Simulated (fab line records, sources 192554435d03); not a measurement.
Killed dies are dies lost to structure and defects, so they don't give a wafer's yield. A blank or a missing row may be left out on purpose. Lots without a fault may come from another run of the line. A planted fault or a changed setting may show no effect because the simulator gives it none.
Split-lot experiment | flow n5_finfet | 7 lots, 21 wafers read, on a route of 1938 steps

THE SPLIT
At N5_BEOL_M14_SPUTTER_43 (material TaN, target thk 15 nm, time 24.19 s), the setting power_w was moved away from the recipe's 15000 W on 9 of the 21 wafers read, by -9.1% to +11.1%. The other wafers ran this setting at the recipe's value.

The reading is taken at the split's own step.

THE READING
TaN_of_BEOL_M14_SPUTTER_43.thk_nm (the simulator's own value, which no gauge read), in nm, at N5_BEOL_M14_SPUTTER_43 (material TaN, target thk 15 nm, time 24.19 s). The file gives no usual value for it. The 12 wafers here that ran the recipe average 14.9 nm, standard deviation 0.087 nm.

wafer  | tool, chamber at the split | power_w as run, W | against the recipe | TaN_of_BEOL_M14_SPUTTER_43.thk_nm, nm | against lot-mates on the recipe
L074.1 | pvd_sputter-01, -          | 15000             | recipe             | 15                                    | -
L074.2 | pvd_sputter-01, -          | 15000             | recipe             | 14.8                                  | -
L074.3 | pvd_sputter-01, -          | 15000             | recipe             | 14.8                                  | -
L075.1 | pvd_sputter-01, -          | 13630             | -9.1%              | 13.6                                  | -1.2
L075.3 | pvd_sputter-01, -          | 15000             | recipe             | 14.8                                  | -
L075.5 | pvd_sputter-01, -          | 13630             | -9.1%              | 13.4                                  | -1.4
L081.2 | pvd_sputter-03, -          | 15000             | recipe             | 14.8                                  | -
L081.3 | pvd_sputter-03, -          | 15000             | recipe             | 14.8                                  | -
L081.4 | pvd_sputter-03, -          | 15000             | recipe             | 14.8                                  | -
L084.3 | pvd_sputter-02, -          | 15000             | recipe             | 15                                    | -
L084.6 | pvd_sputter-02, -          | 15000             | recipe             | 15                                    | -
L084.4 | pvd_sputter-02, -          | 16130             | +7.5%              | 16.2                                  | +1.2
L085.1 | pvd_sputter-01, -          | 15000             | recipe             | 14.8                                  | -
L085.2 | pvd_sputter-01, -          | 15000             | recipe             | 14.8                                  | -
L085.6 | pvd_sputter-01, -          | 15000             | recipe             | 14.8                                  | -
L092.2 | pvd_sputter-02, -          | 16660             | +11.1%             | 16.6                                  | no lot-mate on the recipe
L092.3 | pvd_sputter-02, -          | 16660             | +11.1%             | 16.8                                  | no lot-mate on the recipe
L092.5 | pvd_sputter-02, -          | 16660             | +11.1%             | 16.4                                  | no lot-mate on the recipe
L094.2 | pvd_sputter-03, -          | 16550             | +10.3%             | 16.8                                  | no lot-mate on the recipe
L094.3 | pvd_sputter-03, -          | 16550             | +10.3%             | 16.8                                  | no lot-mate on the recipe
L094.6 | pvd_sputter-03, -          | 16550             | +10.3%             | 16.8                                  | no lot-mate on the recipe

THE FIT
A straight line over all 21 wafers: TaN_of_BEOL_M14_SPUTTER_43.thk_nm changes by +0.166 nm for each +1% of power_w; r = +0.99; the points scatter about the line by 0.15 nm.
The same after taking each lot's own level away (the mean of its wafers on the recipe; 15 wafers): +0.147 nm for each +1%; r = +0.99; scatter 0.066 nm.
On that fit, the largest move of power_w shifts the reading by 1.6 nm.
The lots' own levels span 14.80 to 15.00 nm, that is 2.3 times the standard deviation above.
So the lot-to-lot level changes the slope: the two fits differ.
Check: with one of the wafers moved furthest among these (-9.1%) left out of the fit, the line predicts -1.42 nm for it against its lot-mates. It came out at -1.2 nm against them.

OTHER SPLITS ON THESE WAFERS
These wafers also went through other splits before the reading. Each is held against what the fit with the lots' levels taken away leaves over:
other split on the same wafers   | wafers away from the commonest value | r with TaN_of_BEOL_M14_SPUTTER_43.thk_nm (lot level and that fit taken away)
N5_BEOL_M8_TRENCH_ETCH_37 time_s | 4                                    | -0.03
N5_BEOL_M9_COAT_22 spin_rpm      | 12                                   | -0.32
N5_BEOL_M9_ETCH_66 bias_w        | 4                                    | -0.04
N5_BEOL_M10_ETCH_62 time_s       | 9                                    | -0.12
N5_BEOL_M11_CURE_72 time_s       | 5                                    | -0.06
N5_BEOL_M12_SPUTTER_44 time_s    | 5                                    | -0.09
N5_BEOL_M13_SPUTTER_43 time_s    | 10                                   | -0.23
N5_BEOL_M13_DEP_53 time_s        | 9                                    | +0.10

THE FILE'S OWN FIT
TaN_of_BEOL_M14_SPUTTER_43.thk_nm changes by +0.149 nm for each +1% of power_w, r = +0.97.
